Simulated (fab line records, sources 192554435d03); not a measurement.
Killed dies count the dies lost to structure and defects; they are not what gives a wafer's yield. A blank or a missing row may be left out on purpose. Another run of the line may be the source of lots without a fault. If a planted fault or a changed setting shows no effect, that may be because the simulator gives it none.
Comparing a struck lot with a sound one    flow n5_finfet    25 steps out of a route of 1938
Sound: the wafers L952.1, L952.5, L952.6. Struck: wafer L963.1. (L963.2, L963.3 of the same lot were not struck and are left out.) The cause comes at the end.
Per side, at each step with rows, come the tool, then ch with its chambers, and then its first start. Under that, the readings that differ: sound wafers    struck wafers    difference of the means    sigmas: that difference in standard deviations of wafers without a fault.
alike: readings with means less than 2 such deviations apart, plus words and numbers identical on both sides. not compared: withheld readings, readings lacking a value on some wafer, bounds such as >300 that could conceal the same value, and numbers that have no deviation in the record and whose values overlap.
A row with sigmas, a row that says differs or no value, or rows on one side alone: a step with any of these is where the two part. When numbers do not overlap yet have no deviation, they are printed without sigmas and do not part them. A reading missing from all wafers of one side parts the sides only when that side holds two or more wafers.

first, 2 steps without rows for these wafers: N5_DUMMY_REMOVAL_SRD_05 (time 30 s); N5_HKMG_FIN_IL_REGROW_00 (material SiO2, chemistry O3, target thk 0.75 nm, time 30 s).
N5_HKMG_FIN_HK_ALD_01: deposits HfO2, target thk 1.6 nm, pulse time 3 s, purge time 3 s.
  sound on ald_hk-03 ch 0,1,3, day 4 14:22; struck on ald_hk-01 ch 1, day 7 00:38
  alike: precursor_pulse_height_rel
N5_HKMG_FIN_HK_ANNEAL_02: time 30 s.
  sound on rtp_anneal-01 ch 0, day 4 14:47; struck on rtp_anneal-02 ch 0, day 7 00:49
reading             sound           struck  difference  sigmas
lamp_power_pct (%)  8.82 8.87 8.67  8.90    +0.11       +2
  alike: lamp_zone_4_pct, wafer_temp_C_max
then, 8 steps without rows for these wafers: N5_HKMG_FIN_ALD_74 (deposits La2O3, target thk 0.5 nm, pulse time 6 s, co reactant pulse time 1 s); N5_HKMG_FIN_ALD_75 (deposits Al2O3, target thk 1 nm, co reactant pulse time 1 s); N5_HKMG_FIN_COAT_41 (time 60 s, resist thk 300 nm); N5_HKMG_FIN_COAT_42 (time 60 s, resist thk 35 nm); N5_HKMG_FIN_COAT_43 (resist thk 90 nm); N5_HKMG_FIN_EBR_45; N5_HKMG_FIN_SOFTBAKE_44 (time 60 s); N5_HKMG_FIN_EXPOSE_46 (exposes mask NDIPOLE).
N5_HKMG_FIN_PEB_47: peb time 60 s.
  sound on litho_track-03 ch 0, day 4 15:29; struck on litho_track-03 ch 0, day 7 01:23
then, 1 step without rows for these wafers: N5_HKMG_FIN_DEVELOP_48 (develop time 30 s).
N5_HKMG_FIN_CD_MEAS_49 targets a cd of 202 nm.
  sound on cd_sem-01 ch 0, day 4 15:33; struck on cd_sem-03 ch 0, day 7 01:27
reading     sound              struck  difference  sigmas
cd_nm (nm)  201.8 201.9 201.3  199.6   -2.1        -3
N5_HKMG_FIN_OVL_MEAS_50:
  sound on overlay-02 ch 0, day 4 15:35; struck on overlay-01 ch 0, day 7 01:29
  alike: NDIPOLE_OVL
N5_HKMG_FIN_INSPECT_61: inspects for defects (macro).
  sound on defect_inspect-02, day 4 15:36; struck on defect_inspect-02, day 7 01:31
  alike: raw_defect_count
then, 1 step without rows for these wafers: N5_HKMG_FIN_DESCUM_53 (chemistry O2, time 7.9 s).
N5_HKMG_FIN_ETCH_54: etches SiARC in CF4, target depth 45.5 nm, time 75.8 s.
  sound on rie_diel-06 ch 0,2, day 4 15:40; struck on rie_diel-01 ch 0, day 7 01:38
reading                           sound         struck  difference  sigmas
model.HKMG_FIN.cd_offset_nm (nm)  0.2 0.4 -0.8  -2.8    -2.7        
  alike: bias_w, drypump_motor_current_A, etch_rf_on_time_s, oes_product_au, rf_vpp_V, showerhead_plenum_p_Torr, throttle_valve_pct
  not compared: rf_hours_counter_h
N5_HKMG_FIN_ETCH_55: etches SOC in N2/H2, target depth 240 nm, time 300 s.
  sound on rie_diel-06 ch 0,2, day 4 15:44; struck on rie_diel-01 ch 0, day 7 01:42
  alike: bias_w, drypump_motor_current_A, oes_product_au, rf_vpp_V, showerhead_plenum_p_Torr, throttle_valve_pct
  not compared: rf_hours_counter_h
then, 1 step without rows for these wafers: N5_HKMG_FIN_STRIP_56 (strips in N2/H2).
N5_HKMG_FIN_STRIP_57: strips in CF4.
  sound on rie_diel-06 ch 0,2, day 4 15:55; struck on rie_diel-01 ch 0, day 7 01:53
  alike: drypump_motor_current_A, oes_product_au, rf_vpp_V, showerhead_plenum_p_Torr, throttle_valve_pct
  not compared: rf_hours_counter_h
N5_HKMG_FIN_ETCH_58: etches SOC in N2/H2, target depth 215.8 nm, time 741 s.
  sound on rie_diel-06 ch 0,2, day 4 15:56; struck on rie_diel-01 ch 0, day 7 01:55
reading                           sound         struck  difference  sigmas
model.HKMG_FIN.cd_offset_nm (nm)  -0.2 -0.2 -1  -2.2    -1.7        
  alike: bias_w, drypump_motor_current_A, oes_product_au, rf_vpp_V, showerhead_plenum_p_Torr, throttle_valve_pct
  not compared: rf_hours_counter_h
N5_HKMG_FIN_STRIP_93: strips SOC in N2/H2, time 20 s.
  sound on rie_diel-06 ch 0,2, day 4 16:22; struck on rie_diel-01 ch 0, day 7 02:20
  alike: drypump_motor_current_A, oes_product_au, rf_vpp_V, showerhead_plenum_p_Torr, throttle_valve_pct
  not compared: rf_hours_counter_h
-- the record jumps here: 5 days lie between the struck wafers' starts before and after (it left off in module HKMG_FIN and takes up again in module BEOL_M4, whose first step shown is number 1111 of the route) --
N5_BEOL_M4_RC_MEAS_101:
  sound on prober-01 ch 0, day 8 18:39; struck on prober-02 ch 0, day 11 18:22
reading        sound              struck  difference  sigmas
ION_N (uA/um)  650 663 672        684     +22         +2
VT_N (mV)      254.1 252.2 254.5  247.6   -6.0        -2
  alike: DIBL_N, DIBL_P, IOFF_N, IOFF_P, ION_P, SS_N, SS_P, VT_P

## WHERE THEY PART
Earliest at N5_HKMG_FIN_HK_ANNEAL_02; latest, in this record, at N5_BEOL_M4_RC_MEAS_101.

WHY: whatever the simulator had introduced
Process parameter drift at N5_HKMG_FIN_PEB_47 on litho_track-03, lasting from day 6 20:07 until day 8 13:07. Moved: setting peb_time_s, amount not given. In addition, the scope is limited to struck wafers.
